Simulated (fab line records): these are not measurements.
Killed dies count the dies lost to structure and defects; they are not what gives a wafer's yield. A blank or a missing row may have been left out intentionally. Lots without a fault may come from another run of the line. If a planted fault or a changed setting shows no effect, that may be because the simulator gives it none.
fab line records + flow n5-finfet + part 2 of 2: steps 24 to 37 of 37
[record]
- lots = 5
- wafers = 15
- last-day = 18
route steps=1938 shown STI_FIN_REVEAL@188 DUMMY_GATE@212
lots untouched by any fault: they come from a run of this same line in which no faults occurred
start-h: start of the lot's first displayed wafer, in hours after the record's first day + wait-h: time in hours since the lot's previous step + " repeats the value in the row above + L1.1+2: a single row standing in for several wafers + - no value, or no start was given + * or withheld: withheld + < > ~ a bound
route shown NAME@n: a module of which the file shows steps, and the number in the route of the first + usual: mean/standard deviation of fault-free wafers + same: alike in all rows + chamber/n: place in a boat + sites: the reading at each site + _std_site: the values' standard deviation + _edge_site: mean of outer sites minus mean of inner sites + radius-mm: for every site, how far away it sits from the centre of the wafer + mask NAME#n: copy n + behind: the last tool/chamber to shape the wafer + hold: the reason the lot was held/the length of the hold in hours/how it ended + device: the n, p or np transistor that did not switch + end of line: the tests these same wafers got at the end of their route + step lacking rows: just its recipe + killed: dies lost to structure and defects at the first sort, not the wafer's yield + map: shows each die of a wafer: x if killed, . if not, _ if none is there
set.NAME: setting as actually run; set.NAME@STEP: the setting as run at that earlier step + model.NAME: the simulator's own value behind a step, which no gauge read
certain route steps with their lots: each step a table, each wafer a row
services: the hour from which a tool's chamber was out of use, counted from the record's first day as start-h (under 0 if before that day), plus the number of hours and why
[[steps]]
[step N5_STI_FIN_REVEAL_INSPECT_13]
[recipe]
- inspect-instrument = darkfield
- mode = post-clean
[usual]
- raw-defect-count = 11/4.8
| lot.wafer | tool              | chamber | start-h | wait-h | raw-defect-count |
|-----------|-------------------|---------|---------|--------|------------------|
| L079.1    | defect-inspect-02 | -       | 68.92   | 0.0    | 8                |
| L079.4    | "                 | -       | "       | "      | 9                |
| L079.5    | "                 | -       | "       | "      | 11               |
| L083.1    | defect-inspect-02 | -       | 91.47   | 0.0    | 16               |
| L083.2    | "                 | -       | "       | "      | 9                |
| L083.5    | "                 | -       | "       | "      | 6                |
| L088.2    | defect-inspect-01 | -       | 125.01  | 0.0    | 3                |
| L088.4    | "                 | -       | "       | "      | 13               |
| L088.5    | "                 | -       | "       | "      | 19               |
| L091.1    | defect-inspect-01 | -       | 140.23  | 0.0    | 7                |
| L091.3    | "                 | -       | "       | "      | 16               |
| L091.6    | "                 | -       | "       | "      | 5                |
| L094.1    | defect-inspect-01 | -       | 157.51  | 0.0    | 11               |
| L094.2    | "                 | -       | "       | "      | 5                |
| L094.6    | "                 | -       | "       | "      | 9                |
[step N5_DUMMY_GATE_PRECLEAN_00]
[recipe]
- chemistry = O3/DIW
- time-s = 60
- temp-c = 22
- o3-ppm = 10
[same]
- time-s = 60
| lot.wafer  | tool         | chamber | start-h | wait-h |
|------------|--------------|---------|---------|--------|
| L079.1+4+5 | wet-bench-06 | 6,7,5   | 68.95   | 0.0    |
| L083.1+2+5 | wet-bench-05 | 4,2,5   | 91.50   | 0.0    |
| L088.2+4+5 | wet-bench-06 | 1,4,2   | 125.04  | 0.0    |
| L091.1+3+6 | wet-bench-05 | 0,1,7   | 140.26  | 0.0    |
| L094.1+2+6 | wet-bench-02 | 4,0,6   | 157.54  | 0.0    |
[step N5_DUMMY_GATE_SRD_01]
[recipe]
- time-s = 30
- temp-c = 23
- rinse-liquid = diw
- dry = ipa-marangoni
[same]
- time-s = 30
| lot.wafer  | tool         | chamber | start-h | wait-h |
|------------|--------------|---------|---------|--------|
| L079.1+4+5 | wet-bench-06 | 6,7,5   | 68.97   | 0.0    |
| L083.1+2+5 | wet-bench-05 | 4,2,5   | 91.52   | 0.0    |
| L088.2+4+5 | wet-bench-06 | 1,4,2   | 125.06  | 0.0    |
| L091.1+3+6 | wet-bench-05 | 0,1,7   | 140.28  | 0.0    |
| L094.1+2+6 | wet-bench-02 | 4,0,6   | 157.56  | 0.0    |
[step N5_DUMMY_GATE_ALD_02]
[recipe]
- material = SiO2
- target-thk-a = 20
- temp-c = 300
- ald-precursor-family = BDEAS
- ald-co-reactant = O2-plasma
- pulse-time-s = 1
- pressure-torr = 2
[usual]
- heater-power-outer-w = 274/31
- heater-power-w = 482/48
- precursor-pulse-height-rel = 1.000/0.02
| lot.wafer | tool       | chamber | start-h | wait-h | heater-power-outer-w | heater-power-w | precursor-pulse-height-rel |
|-----------|------------|---------|---------|--------|----------------------|----------------|----------------------------|
| L079.1    | ald-sin-01 | 0       | 69.02   | 0.0    | 243                  | 441            | 0.965                      |
| L079.4    | "          | 2       | "       | "      | 257                  | 487            | 1.010                      |
| L079.5    | "          | 3       | "       | "      | 333                  | 560            | 1.026                      |
| L083.1    | ald-sin-03 | 0       | 91.82   | 0.3    | 261                  | 451            | 1.002                      |
| L083.2    | "          | 2       | "       | "      | 259                  | 471            | 1.008                      |
| L083.5    | "          | 2       | "       | "      | 260                  | 474            | 0.990                      |
| L088.2    | ald-sin-03 | 2       | 125.10  | 0.0    | 259                  | 462            | 1.037                      |
| L088.4    | "          | 1       | "       | "      | 280                  | 495            | 1.000                      |
| L088.5    | "          | 2       | "       | "      | 252                  | 477            | 0.978                      |
| L091.1    | ald-sin-02 | 0       | 140.32  | 0.0    | 255                  | 464            | 1.010                      |
| L091.3    | "          | 2       | "       | "      | 229                  | 409            | 1.038                      |
| L091.6    | "          | 1       | "       | "      | 314                  | 538            | 1.011                      |
| L094.1    | ald-sin-03 | 2       | 157.61  | 0.0    | 259                  | 469            | 0.992                      |
| L094.2    | "          | 0       | "       | "      | 261                  | 447            | 1.035                      |
| L094.6    | "          | 1       | "       | "      | 286                  | 500            | 0.973                      |
[step N5_DUMMY_GATE_CVD_03]
[recipe]
- material = a-Si
- target-thk-a = 1500
- temp-c = 530
- precursor = SiH4
- time-s = 8042
[same]
- time-s = 8042
| lot.wafer  | tool     | chamber        | start-h | wait-h |
|------------|----------|----------------|---------|--------|
| L079.1+4+5 | lpcvd-01 | 0/15,0/29,0/34 | 69.12   | 0.1    |
| L083.1+2+5 | lpcvd-01 | 0/40,0/45,0/59 | 91.92   | 0.1    |
| L088.2+4+5 | lpcvd-01 | 1/45,1/54,1/59 | 125.21  | 0.1    |
| L091.1+3+6 | lpcvd-01 | 0/40,0/50,0/64 | 140.43  | 0.1    |
| L094.1+2+6 | lpcvd-01 | 1/40,1/45,1/64 | 157.71  | 0.1    |
[step N5_DUMMY_GATE_PRECLEAN_46]
[recipe]
- chemistry = DIW
- time-s = 89.5
- temp-c = 23
[same]
- time-s = 89.5
| lot.wafer  | tool         | chamber | start-h | wait-h |
|------------|--------------|---------|---------|--------|
| L079.1+4+5 | wet-bench-05 | 3,1,7   | 72.81   | 0.0    |
| L083.1+2+5 | wet-bench-06 | 7,6,0   | 95.60   | 0.0    |
| L088.2+4+5 | wet-bench-06 | 4,0,1   | 128.88  | 0.0    |
| L091.1+3+6 | wet-bench-06 | 2,0,6   | 144.10  | 0.0    |
| L094.1+2+6 | wet-bench-06 | 0,5,7   | 161.40  | 0.0    |
[step N5_DUMMY_GATE_SRD_47]
[recipe]
- dry-time-s = 32
- dry = n2-spin
- spin-rpm = 1500
| lot.wafer  | tool         | chamber | start-h | wait-h |
|------------|--------------|---------|---------|--------|
| L079.1+4+5 | wet-bench-05 | 3,1,7   | 72.84   | 0.0    |
| L083.1+2+5 | wet-bench-06 | 7,6,0   | 95.63   | 0.0    |
| L088.2+4+5 | wet-bench-06 | 4,0,1   | 128.92  | 0.0    |
| L091.1+3+6 | wet-bench-06 | 2,0,6   | 144.13  | 0.0    |
| L094.1+2+6 | wet-bench-06 | 0,5,7   | 161.43  | 0.0    |
[step N5_DUMMY_GATE_CMP_04]
[recipe]
- material = a-Si
- post-cmp-clean = alkaline-brush
[usual]
- motor-current-A = 10.5/1
- time-to-endpoint-s = 13.8/2.2
| lot.wafer | tool   | chamber | start-h | wait-h | motor-current-A | time-to-endpoint-s |
|-----------|--------|---------|---------|--------|-----------------|--------------------|
| L079.1    | cmp-02 | 3       | 72.90   | 0.1    | 10.5            | 12.9               |
| L079.4    | "      | 0       | "       | "      | 11.8            | 13.6               |
| L079.5    | "      | 3       | "       | "      | 10.3            | 15.1               |
| L083.1    | cmp-04 | 2       | 95.72   | 0.1    | 9.5             | 15.4               |
| L083.2    | "      | 3       | "       | "      | 9.7             | 14.6               |
| L083.5    | "      | 1       | "       | "      | 11.7            | 15.1               |
| L088.2    | cmp-02 | 3       | 128.95  | 0.0    | 10.8            | 13.1               |
| L088.4    | "      | 2       | "       | "      | 11.0            | 9.0                |
| L088.5    | "      | 0       | "       | "      | 11.4            | 14.5               |
| L091.3    | cmp-02 | 0       | 144.20  | 0.1    | 11.4            | 16.4               |
| L091.1    | "      | 1       | "       | "      | 10.1            | 15.2               |
| L091.6    | "      | 0       | "       | "      | 12.0            | 13.6               |
| L094.1    | cmp-03 | 0       | 161.47  | 0.0    | 10.1            | 18.6               |
| L094.2    | "      | 3       | "       | "      | 10.0            | 16.2               |
| L094.6    | "      | 0       | "       | "      | 9.8             | 17.5               |
[step N5_DUMMY_GATE_THK_MEAS_05]
[usual]
- thk-nm = 72.3/0.95
| lot.wafer | tool          | chamber | start-h | wait-h | thk-nm |
|-----------|---------------|---------|---------|--------|--------|
| L079.1    | film-metro-02 | -       | 73.11   | 0.2    | 72.5   |
| L079.4    | "             | -       | "       | "      | 71.9   |
| L079.5    | "             | -       | "       | "      | 71.3   |
| L083.1    | film-metro-01 | -       | 95.90   | 0.1    | 72.9   |
| L083.2    | "             | -       | "       | "      | 72.2   |
| L083.5    | "             | -       | "       | "      | 71.8   |
| L088.2    | film-metro-01 | -       | 129.19  | 0.2    | 73.4   |
| L088.4    | "             | -       | "       | "      | 72.1   |
| L088.5    | "             | -       | "       | "      | 72.7   |
| L091.1    | film-metro-01 | -       | 144.41  | 0.1    | 73.2   |
| L091.3    | "             | -       | "       | "      | 73.6   |
| L091.6    | "             | -       | "       | "      | 72.3   |
| L094.1    | film-metro-02 | -       | 161.71  | 0.2    | 71.8   |
| L094.2    | "             | -       | "       | "      | 72.7   |
| L094.6    | "             | -       | "       | "      | 73.4   |
[step N5_DUMMY_GATE_HM_DEP_06]
[recipe]
- material = SiNx
- target-thk-a = 800
- precursor = DCS/NH3
- temp-c = 700
- pressure-mtorr = 300
- time-s = 5141
[same]
- time-s = 5141
| lot.wafer  | tool     | chamber         | start-h | wait-h |
|------------|----------|-----------------|---------|--------|
| L079.1+4+5 | lpcvd-02 | 0/15,0/29,0/34  | 73.14   | 0.0    |
| L083.1+2+5 | lpcvd-02 | 1/40,1/45,1/59  | 95.93   | 0.0    |
| L088.2+4+5 | lpcvd-02 | 0/70,0/79,0/84  | 129.22  | 0.0    |
| L091.1+3+6 | lpcvd-02 | 0/15,0/25,0/39  | 144.43  | 0.0    |
| L094.1+2+6 | lpcvd-02 | 1/90,1/95,1/114 | 161.73  | 0.0    |
[step N5_DUMMY_GATE_PECVD_30]
[recipe]
- material = SiO2
- target-thk-a = 550
- temp-c = 400
- precursor = TEOS/O2
- pressure-torr = 6.5
- rf-w = withheld
- teos-flow-sccm = withheld
- gas = O2
- flow-sccm = 2650
- time-s = 10.8
[same]
- time-s = 10.8
| lot.wafer  | tool     | chamber | start-h | wait-h |
|------------|----------|---------|---------|--------|
| L079.1+4+5 | pecvd-03 | 0,2,0   | 77.08   | 0.0    |
| L083.1+2+5 | pecvd-02 | 2,0,0   | 99.87   | 0.0    |
| L088.2+4+5 | pecvd-01 | 1,1,0   | 133.16  | 0.0    |
| L091.1+3+6 | pecvd-01 | 1,0,0   | 148.38  | 0.0    |
| L094.1+2+6 | pecvd-02 | 1,2,1   | 165.68  | 0.0    |
[step N5_DUMMY_GATE_COAT_34]
[recipe]
- resist = SOC
- temp-c = 250
- time-s = 60
- spin-rpm = 1500
- resist-thk-nm = 60
[same]
- time-s = 60
| lot.wafer  | tool           | chamber | start-h | wait-h |
|------------|----------------|---------|---------|--------|
| L079.1+4+5 | litho-track-04 | 0       | 77.14   | 0.0    |
| L083.1+2+5 | litho-track-01 | 0       | 99.93   | 0.0    |
| L088.2+4+5 | litho-track-02 | 0       | 133.22  | 0.0    |
| L091.1+3+6 | litho-track-04 | 0       | 148.43  | 0.0    |
| L094.1+2+6 | litho-track-01 | 0       | 165.73  | 0.0    |
[step N5_DUMMY_GATE_COAT_35]
[recipe]
- resist = SiARC
- temp-c = 220
- time-s = 60
- spin-rpm = 1500
- resist-thk-nm = 10
[same]
- time-s = 60
| lot.wafer  | tool           | chamber | start-h | wait-h |
|------------|----------------|---------|---------|--------|
| L079.1+4+5 | litho-track-04 | 0       | -       | -      |
| L083.1+2+5 | litho-track-01 | 0       | -       | -      |
| L088.2+4+5 | litho-track-02 | 0       | -       | -      |
| L091.1+3+6 | litho-track-04 | 0       | -       | -      |
| L094.1+2+6 | litho-track-01 | 0       | -       | -      |
[step N5_DUMMY_GATE_COAT_28]
[recipe]
- resist = underlayer
- temp-c = 205
- time-s = 60
- spin-rpm = 1500
- resist-thk-nm = 10
[same]
- time-s = 60
| lot.wafer  | tool           | chamber | start-h | wait-h |
|------------|----------------|---------|---------|--------|
| L079.1+4+5 | litho-track-04 | 0       | -       | -      |
| L083.1+2+5 | litho-track-01 | 0       | -       | -      |
| L088.2+4+5 | litho-track-02 | 0       | -       | -      |
| L091.1+3+6 | litho-track-04 | 0       | -       | -      |
| L094.1+2+6 | litho-track-01 | 0       | -       | -      |
[[services]]
| tool            | chamber | start-h | hours | kind   |
|-----------------|---------|---------|-------|--------|
| plasma-asher-01 | -       | 42.19   | 14.6  | pm     |
| pecvd-01        | -       | 51.57   | 2.8   | pm     |
| vapor-etch-02   | -       | 57.66   | 0.5   | repair |
| ald-sin-03      | -       | 57.96   | 6.4   | repair |
| rie-diel-04     | 3       | 58.26   | 5.1   | repair |
| rie-diel-01     | 0       | 61.42   | 4.9   | repair |
| rie-diel-02     | -       | 63.20   | 0.4   | repair |
| rie-si-06       | -       | 70.69   | 2.8   | pm     |
| plasma-asher-01 | -       | 74.45   | 2.8   | pm     |
| cmp-02          | -       | 84.64   | 9.4   | pm     |
| rie-diel-04     | 2       | 85.92   | 7.1   | repair |
| rie-si-04       | 3       | 86.45   | 2.3   | repair |
| rie-diel-01     | 0       | 90.34   | 2.5   | repair |
| rie-diel-04     | -       | 93.97   | 28.1  | pm     |
| cmp-02          | -       | 105.81  | 4.1   | pm     |
| pecvd-01        | -       | 110.41  | 6.0   | pm     |
| vapor-etch-01   | 0       | 112.75  | 10.5  | repair |
| cmp-02          | -       | 117.55  | 6.2   | pm     |
| rie-diel-01     | 3       | 123.27  | 6.5   | repair |
| pecvd-01        | 0       | 124.34  | 8.1   | repair |
| rie-diel-04     | -       | 131.45  | 0.3   | repair |
| rtp-anneal-02   | -       | 144.60  | 0.8   | pm     |
| wet-bench-03    | -       | 156.49  | 1.9   | pm     |
| plasma-asher-02 | -       | 160.25  | 2.5   | repair |
